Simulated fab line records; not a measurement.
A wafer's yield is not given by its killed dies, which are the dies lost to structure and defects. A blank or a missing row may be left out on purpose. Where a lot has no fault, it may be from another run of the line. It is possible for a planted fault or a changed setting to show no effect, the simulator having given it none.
What tool caused it?	flow n5Finfet	Sampling: 10 lots, 28 wafers, 4 of 1938 route steps

WHAT EACH GAUGE READ, for each wafer
N5_BEOL_M4_RC_MEAS_101. Usual: CJ_N 4.39, standard deviation 0.072; DIBL_N 36.3 mV/V, standard deviation 1.6; DIBL_P 36.5 mV/V, standard deviation 1.6; IOFF_N 0.163 nA/um, standard deviation 0.026; IOFF_N_LIN 0.075 nA/um, standard deviation 0.0098; IOFF_N_LONG 5.56e-05 nA/um, standard deviation 2.1e-06; IOFF_P 0.22 nA/um, standard deviation 0.033; ION_N 676 uA/um, standard deviation 9.9; ION_P 464 uA/um, standard deviation 6.5; REXT_N 74.7 ohm.um, standard deviation 1.8; SS_N 71.5 mV/dec, standard deviation 0.5; SS_P 73.3 mV/dec, standard deviation 0.64; VT_N 249.3 mV, standard deviation 2.9; VT_N_LVT 98.2 mV, standard deviation 2.8; VT_P -250 mV, standard deviation 3.2.
lot	measured	on	CJ_N	DIBL_N (mV/V)	DIBL_P (mV/V)	IOFF_N (nA/um)	IOFF_N_LIN (nA/um)	IOFF_N_LONG (nA/um)	IOFF_P (nA/um)	ION_N (uA/um)	ION_P (uA/um)	REXT_N (ohm.um)	SS_N (mV/dec)	SS_P (mV/dec)	VT_N (mV)	VT_N_LVT (mV)	VT_P (mV)	flag
L493	day 9 01:08	prober-01	4.29 4.22 4.34	37.5 38.1 38.2	36.8 38.0 38.0	0.167 0.175 0.187	0.077 0.079 0.084	5.35e-05 5.38e-05 5.49e-05	0.23 0.25 0.26	666 671 680	457 462 468	75.9 76.4 75.1	71.6 71.3 72.5	74.2 73.7 74.3	248.8 248.0 248.9	97.2 97.3 95.2	-249 -244 -246	
L495	day 9 08:10	prober-01	4.31 4.38 4.33	34.8 33.5 34.9	36.6 34.8 36.3	0.169 0.140 0.165	0.078 0.067 0.077	5.86e-05 5.82e-05 5.87e-05	0.20 0.17 0.20	691 672 692	466 467 471	74.3 73.1 73.1	71.5 71.0 70.9	73.7 72.9 74.6	249.6 250.4 247.7	96.7 97.8 95.9	-250 -251 -251	
L496	day 9 14:32	prober-01	4.34 4.37 4.41	36.8 37.4 37.0	37.1 37.5 37.0	0.165 0.176 0.153	0.077 0.082 0.072	5.46e-05 5.45e-05 5.35e-05	0.22 0.24 0.22	687 699 674	468 479 462	73.7 74.1 74.4	71.1 71.5 71.9	72.8 73.6 73.2	247.6 247.3 249.2	94.5 94.5 96.4	-248 -248 -251	
L499	day 10 08:52	prober-01	2.58 4.40	35.1 35.7	38.9 35.8	0.128 0.142	0.064 0.067	5.02e-05 5.72e-05	0.32 0.25	567 662	472 470	89.7 77.3	70.9 70.8	74.2 73.1	253.1 251.3	104.7 103.6	-242 -244	OFF
L500	day 10 19:06	prober-01	2.58 4.29 2.58	30.7 34.2 30.2	35.3 35.9 34.6	0.085 0.142 0.082	0.046 0.069 0.044	4.82e-05 5.4e-05 4.74e-05	0.17 0.18 0.17	549 682 548	452 464 461	86.8 74.2 87.1	70.5 71.1 70.8	72.5 72.5 72.6	260.9 249.9 257.8	109.9 99.5 109.7	-254 -250 -252	OFF
L502	day 11 14:51	prober-02	4.44 2.57	36.0 31.1	36.5 35.6	0.165 0.091	0.076 0.047	5.51e-05 4.79e-05	0.22 0.21	677 553	463 458	75.8 88.3	70.5 70.2	73.2 73.4	250.0 259.3	96.7 107.8	-248 -249	OFF
L509	day 12 23:14	prober-01	4.45 4.40 4.36	41.2 38.5 39.1	40.7 38.3 39.0	0.249 0.185 0.202	0.100 0.080 0.088	5.52e-05 5.58e-05 5.49e-05	0.29 0.24 0.26	683 671 689	464 459 474	72.2 73.0 72.3	72.4 72.3 71.2	75.1 73.9 73.4	244.6 248.4 243.9	94.0 98.2 95.0	-246 -248 -248	
L512	day 13 16:11	prober-01	4.36 4.32 4.40	38.4 35.0 35.9	42.3 37.9 38.6	0.213 0.145 0.164	0.093 0.069 0.075	5.61e-05 5.68e-05 5.67e-05	0.29 0.21 0.23	685 680 682	470 470 471	76.3 76.7 75.3	72.8 70.8 71.5	74.2 72.1 72.9	246.6 248.1 250.8	96.3 99.4 98.7	-245 -250 -249	
L513	day 13 21:23	prober-01	4.42 4.44 4.41	35.9 35.8 35.9	35.8 36.3 36.1	0.146 0.143 0.152	0.067 0.068 0.071	5.37e-05 5.35e-05 5.41e-05	0.20 0.20 0.20	667 671 675	459 467 462	71.8 72.6 72.5	71.0 71.2 71.4	73.1 73.1 72.5	253.6 250.4 251.3	99.9 99.9 97.7	-251 -253 -254	
L515	day 14 08:29	prober-01	4.50 4.51 4.51	36.3 36.5 38.5	35.8 35.5 39.0	0.173 0.165 0.217	0.083 0.078 0.098	6.01e-05 6.01e-05 6.04e-05	0.24 0.23 0.30	681 671 696	463 462 473	75.7 74.6 75.6	71.5 72.0 72.0	73.2 74.0 74.1	246.1 247.7 243.8	94.0 94.7 91.0	-246 -246 -245	

EACH LOT AND THE TOOL THAT RAN IT (in order: tool; ch and the chambers of the sampled wafers; start)
lot	N5_SD_EPI_N_SD_RECESS_17	N5_BEOL_M4_DEGAS_44	N5_BEOL_M4_ANNEAL_89
L493	rieSi-03 ch 0,1,3, day 3 05:43	pvdSputter-01, day 8 21:20	pvdSputter-02, day 8 23:13
L495	rieSi-03 ch 1,2,3, day 3 18:05	pvdSputter-01, day 9 04:36	pvdSputter-02, day 9 06:16
L496	rieSi-03 ch 2,3, day 4 02:39	pvdSputter-03, day 9 08:39	pvdSputter-02, day 9 10:14
L499	rieSi-03 ch 0,3, day 4 19:31	pvdSputter-02, day 10 05:02	pvdSputter-01, day 10 06:37
L500	rieSi-03 ch 1,3, day 4 23:56	pvdSputter-01, day 10 15:35	pvdSputter-03, day 10 17:12
L502	rieSi-03 ch 1,3, day 5 13:31	pvdSputter-01, day 11 10:34	pvdSputter-03, day 11 12:13
L509	rieSi-06 ch 1,2, day 7 12:58	pvdSputter-02, day 12 19:43	pvdSputter-02, day 12 21:20
L512	rieSi-06 ch 0,1,2, day 8 02:03	pvdSputter-03, day 13 06:35	pvdSputter-03, day 13 08:12
L513	rieSi-06 ch 1,2, day 8 08:07	pvdSputter-02, day 13 16:39	pvdSputter-01, day 13 19:07
L515	rieSi-06 ch 0,3, day 8 22:25	pvdSputter-03, day 14 04:46	pvdSputter-02, day 14 06:28
- N5_SD_EPI_N_SD_RECESS_17: chemistry HBr/Cl2/O2, target depth 41 nm, time 23.7 s, bt time 3 s.
- N5_BEOL_M4_DEGAS_44: time 60 s.
- N5_BEOL_M4_ANNEAL_89: time 240 s.

AS READ BY THE TOOLS THEMSELVES (means over the sampled wafers that have a number; for cases with no such wafer, the mark the record gives instead)
N5_SD_EPI_N_SD_RECESS_17. Usual: drypumpMotorCurrentA 5.8 A, standard deviation 0.48; oesProductAu 0.999 a.u., standard deviation 0.015; throttleValvePct 37.05 %, standard deviation 0.26.
lot	tool	drypumpMotorCurrentA (A)	oesProductAu (a.u.)	throttleValvePct (%)	flag
L493	rieSi-03	5.9	0.997	36.95	
L495	rieSi-03	6.0	1.001	36.92	
L496	rieSi-03	5.9	1.003	36.81	
L499	rieSi-03	5.8	1.012	36.83	
L500	rieSi-03	6.1	0.997	37.04	
L502	rieSi-03	6.0	1.006	36.98	
L509	rieSi-06	5.7	0.984	37.13	
L512	rieSi-06	5.9	0.997	37.25	
L513	rieSi-06	6.2	0.993	37.22	
L515	rieSi-06	5.5	0.987	37.41	

N5_BEOL_M4_DEGAS_44. Usual: 332 W for heaterPowerW, sd 37.
lot	tool	heaterPowerW (W)	flag
L493	pvdSputter-01	303	
L495	pvdSputter-01	330	
L496	pvdSputter-03	350	
L499	pvdSputter-02	310	
L500	pvdSputter-01	304	
L502	pvdSputter-01	334	
L509	pvdSputter-02	347	
L512	pvdSputter-03	350	
L513	pvdSputter-02	303	
L515	pvdSputter-03	350	

N5_BEOL_M4_ANNEAL_89. Usual: 808 W for heaterPowerW, sd 110.
lot	tool	heaterPowerW (W)	flag
L493	pvdSputter-02	832	
L495	pvdSputter-02	838	
L496	pvdSputter-02	747	
L499	pvdSputter-01	765	
L500	pvdSputter-03	861	
L502	pvdSputter-03	888	
L509	pvdSputter-02	760	
L512	pvdSputter-03	870	
L513	pvdSputter-01	836	
L515	pvdSputter-02	776	

THE ANSWER, worked out from the rows above alone
Rule: lot off if the mean of its wafers having a number is beyond 3 standard deviations from the usual mean. Also off: a lot with no number at a reading for which 4 or more lots have one. All remaining lots with rows at the step are treated as sound. First the gauges in route order, then the tools' own readings, where a lot's mean is used as printed above. The first step at which some lot is off is used, and at that step the reading that is off furthest; a lot without a number counts as furthest.
Off: L499, L500, L502, at N5_BEOL_M4_RC_MEAS_101 (CJ_N).
A tool fits if, at a process step before that reading, it ran every lot that is off, and no sound lot after the first of them. The gauges at N5_BEOL_M4_RC_MEAS_101 are tried like those tools. One fits: N5_SD_EPI_N_SD_RECESS_17 on rieSi-03. Its last sound lot is L496 (day 4 02:39), its first lot that is off L499 (day 4 19:31): a fault that began between those two fits.

WHAT THE SIMULATOR PUT IN
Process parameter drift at N5_SD_EPI_N_SD_RECESS_17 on rieSi-03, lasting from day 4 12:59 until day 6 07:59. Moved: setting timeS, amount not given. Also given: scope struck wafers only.
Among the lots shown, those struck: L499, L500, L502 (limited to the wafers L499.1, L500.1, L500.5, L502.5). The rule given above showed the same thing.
